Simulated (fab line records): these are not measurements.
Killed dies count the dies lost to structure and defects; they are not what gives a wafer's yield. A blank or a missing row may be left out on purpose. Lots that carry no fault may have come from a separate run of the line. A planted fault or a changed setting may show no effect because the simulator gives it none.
Which tool is to blame?	flow n5Finfet	Sampling: 10 lots, 30 wafers, 4 of 1938 route steps

## WHAT EACH GAUGE READ, for each wafer
N5_BEOL_M6_INSPECT_58: inspects for defects (darkfield).
lot	measured	on	rawDefectCount
L207	day 10 13:47	defectInspect-01	45 26 36
L208	day 10 16:01	defectInspect-01	63 69 54
L210	day 11 06:44	defectInspect-02	42 49 58
L212	day 11 18:02	defectInspect-01	59 65 40
L213	day 12 11:43	defectInspect-02	81 121 60
L214	day 12 16:37	defectInspect-02	82 76 110
L216	day 12 20:59	defectInspect-02	76 982 81
L217	day 13 07:23	defectInspect-02	61 33 43
L224	day 14 20:12	defectInspect-01	58 47 111
L226	day 15 05:36	defectInspect-02	66 45 76

## WHICH TOOL RAN EACH LOT (tool, then ch and the chambers of the sampled wafers, then the start)
lot	N5_BEOL_M6_SURFACE_TREAT_79	N5_BEOL_M6_CMP_52	N5_BEOL_M6_DEP_56
L207	pvdSputter-01, day 10 10:39	cmp-04 ch 0,3, day 10 13:22	pecvd-01 ch 0,1,2, day 10 13:41
L208	pvdSputter-01, day 10 14:52	cmp-01 ch 0,2,3, day 10 15:34	pecvd-03 ch 0,1,2, day 10 15:55
L210	pvdSputter-02, day 11 03:57	cmp-01 ch 1,2, day 11 06:16	pecvd-03 ch 0,2, day 11 06:38
L212	pvdSputter-02, day 11 16:43	cmp-04 ch 1,2,3, day 11 17:42	pecvd-04 ch 0,2, day 11 17:57
L213	pvdSputter-02, day 12 10:23	cmp-01 ch 0,3, day 12 11:15	pecvd-04 ch 1,2, day 12 11:37
L214	pvdSputter-03, day 12 15:19	cmp-02 ch 1,2,3, day 12 16:10	pecvd-01 ch 0,2, day 12 16:31
L216	pvdSputter-02, day 12 19:48	cmp-01 ch 0,1,2, day 12 20:37	pecvd-04 ch 1,2, day 12 20:53
L217	pvdSputter-01, day 13 05:53	cmp-02 ch 0,2, day 13 06:44	pecvd-04 ch 0,2, day 13 07:05
L224	pvdSputter-01, day 14 18:40	cmp-04 ch 0,1,3, day 14 19:31	pecvd-03 ch 0,1,2, day 14 19:50
L226	pvdSputter-01, day 15 04:07	cmp-04 ch 0,3, day 15 05:11	pecvd-01 ch 0,1, day 15 05:31
- N5_BEOL_M6_SURFACE_TREAT_79
- N5_BEOL_M6_CMP_52: polishes, stops on SiCOH lowk, t overpolish 6.9 s, target thk 80 nm.
- N5_BEOL_M6_DEP_56: deposits SiCN from 3MS/NH3, target thk 10 nm, time 17.5 s.

## THE ANSWER, worked out from the rows above alone
Rule: the usual values come from the lots themselves. Put in order of their means at a reading, lots are off if they are a third of the lots or fewer, leave a main group of 4 or more, and stand apart from it by a gap of 3 or more times the standard deviation of the main group's means; of several such gaps the widest counts. A main group is skipped when, at the precision printed for the reading in the tables above, its means are all equal. Also off: a lot with no number at a reading for which 4 or more lots have one. Any other lot the step has rows for is counted as sound.
Off: L216, at N5_BEOL_M6_INSPECT_58 (rawDefectCount). Main group: mean 62, sd 17.
If a tool, at a process step before that reading, ran all the lots that are off and no sound lot after the first of them, it fits. Gauges at N5_BEOL_M6_INSPECT_58: tried the same way as those tools. Undecided on this evidence; 2 tools fit (pvdSputter-02 at N5_BEOL_M6_SURFACE_TREAT_79, cmp-01 at N5_BEOL_M6_CMP_52).

## WHAT THE SIMULATOR PUT IN
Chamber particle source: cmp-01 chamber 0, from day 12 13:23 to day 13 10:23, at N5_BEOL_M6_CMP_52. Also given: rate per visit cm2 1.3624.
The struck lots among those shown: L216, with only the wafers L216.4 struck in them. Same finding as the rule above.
